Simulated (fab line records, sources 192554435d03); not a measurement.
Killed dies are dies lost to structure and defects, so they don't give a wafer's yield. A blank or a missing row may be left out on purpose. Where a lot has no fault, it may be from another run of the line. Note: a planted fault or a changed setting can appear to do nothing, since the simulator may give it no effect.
Split-lot experiment ; flow n5-finfet ; on a route of 1938 steps: 7 lots, 39 wafers read

== ABOUT THE SPLIT ==
At N5_SDB_ALD_29 (deposits SiNx, target thk 30 nm, pulse time 1 s, ald cycles 600), the setting ald-cycles was moved away from the recipe's 600 on 15 of the 39 wafers read, by -52.5% to +34.3%. For the rest of the wafers, this setting stayed at what the recipe calls for.

Reading taken at the split's own step.

== THE READING ==
SiNx_of_SDB_ALD_29.thk-nm (the simulator's own value, which no gauge read), in nm, at N5_SDB_ALD_29 (deposits SiNx, target thk 30 nm, pulse time 1 s, ald cycles 600). No usual value for it is given in the file. Across the 24 wafers here that went through the recipe, the average is 30.1 nm and the standard deviation 0.22 nm.

wafer;tool, chamber at the split;ald-cycles as run;against the recipe;SiNx_of_SDB_ALD_29.thk-nm, nm;against lot-mates on the recipe
L074.2;ald-sin-04, 2;600;recipe;30.2;-
L074.4;ald-sin-04, 0;600;recipe;30;-
L074.5;ald-sin-04, 3;600;recipe;29.8;-
L075.1;ald-sin-02, 0,2;463;-22.8%;23;-7.1
L075.5;ald-sin-02, 0,2;463;-22.8%;23;-7.1
L075.2;ald-sin-02, 2,3;600;recipe;30;-
L075.4;ald-sin-02, 2,3;600;recipe;30;-
L075.3;ald-sin-02, 1;600;recipe;30.2;-
L075.6;ald-sin-02, 1;463;-22.8%;23.4;-6.7
L077.1;ald-sin-03, 2;600;recipe;30.2;-
L077.6;ald-sin-03, 2;600;recipe;30.2;-
L077.2;ald-sin-03, 0;600;recipe;30;-
L077.3;ald-sin-03, 3;285;-52.5%;14.2;-15.9
L077.5;ald-sin-03, 3;285;-52.5%;14.2;-15.9
L077.4;ald-sin-03, 1;285;-52.5%;14.4;-15.7
L080.1;ald-sin-02, 0;353;-41.2%;17.6;-12.5
L080.2;ald-sin-02, 3;600;recipe;30.2;-
L080.3;ald-sin-02, 1,3;600;recipe;30;-
L080.6;ald-sin-02, 1,3;600;recipe;30;-
L080.4;ald-sin-02, 2,0;353;-41.2%;17.8;-12.3
L080.5;ald-sin-02, 2,0;353;-41.2%;17.8;-12.3
L084.1;ald-sin-02, 3;600;recipe;30.2;-
L084.5;ald-sin-02, 3;600;recipe;30.2;-
L084.2;ald-sin-02, 1;600;recipe;29.8;-
L084.3;ald-sin-02, 2;600;recipe;30.4;-
L084.6;ald-sin-02, 2;600;recipe;30.4;-
L084.4;ald-sin-02, 0;600;recipe;30;-
L089.1;ald-sin-03, 0;806;+34.3%;40.6;+10.1
L089.2;ald-sin-03, 2,1;600;recipe;30.6;-
L089.4;ald-sin-03, 2,1;600;recipe;30.6;-
L089.3;ald-sin-03, 3;600;recipe;30.2;-
L089.5;ald-sin-03, 2;806;+34.3%;40.8;+10.3
L089.6;ald-sin-03, 3;806;+34.3%;40.4;+9.9
L091.1;ald-sin-04, 3;460;-23.3%;22.8;-7.3
L091.2;ald-sin-04, 1,0;460;-23.3%;23;-7.1
L091.6;ald-sin-04, 1,0;460;-23.3%;23;-7.1
L091.3;ald-sin-04, 0;600;recipe;30;-
L091.4;ald-sin-04, 2;600;recipe;30.4;-
L091.5;ald-sin-04, 3;600;recipe;29.8;-
When a row names more than one chamber, that row covers several wafers, and the file does not tell which wafer ran in which chamber.

THE FIT
A straight line over all 39 wafers: SiNx_of_SDB_ALD_29.thk-nm changes by +0.303 nm for each +1% of ald-cycles; r = +1.00; the points scatter about the line by 0.2 nm.
The same after taking each lot's own level away (the mean of its wafers on the recipe; 39 wafers): +0.3 nm for each +1%; r = +1.00; scatter 0.18 nm.
The reading moves by 16 nm for the largest change in ald-cycles, on that fit.
The lots' own levels span 30.00 to 30.47 nm, that is 2.1 times the standard deviation above.
Hence the lot-to-lot level has little effect on the slope; both slopes agree.
Check: for one of the wafers moved furthest among these (-52.5%), held out of the fit, the line's prediction against its lot-mates is -15.8 nm. Against them it came out at -15.9 nm.

== ADDITIONAL SPLITS CARRIED BY THESE WAFERS ==
Note: prior to the reading, these wafers also went through further splits. Each is held against what the fit with the lots' levels taken away leaves over:
other split on the same wafers;wafers away from the commonest value;r with SiNx_of_SDB_ALD_29.thk-nm (lot level and that fit taken away)
N5_FIN_SAQP_HM_DEP_72 target-thk-a;6;-0.16

== THE WHOLE CHAIN: every reading that the file lists as answering this split, in the file's order ==
step;what it does;reading;change (the file's fit);r (the file's)
N5_SDB_ALD_29;deposits SiNx, target thk 30 nm, pulse time 1 s, ald cycles 600;SiNx_of_SDB_ALD_29.thk-nm (the simulator's own value, which no gauge read);+0.301 nm for each +1% of the setting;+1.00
N5_SDB_CMP_30;polishes, stops on poly-Si, t overpolish 1.54 s, target thk 30 nm;SiNx_of_SDB_ALD_29.thk-nm (the simulator's own value, which no gauge read);not straight: 14.27 at the lowest setting, 30.14 at the recipe, 31.93 at the highest;not given

== FILE'S OWN FIT ==
SiNx_of_SDB_ALD_29.thk-nm changes by +0.301 nm for each +1% of ald-cycles, r = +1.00.
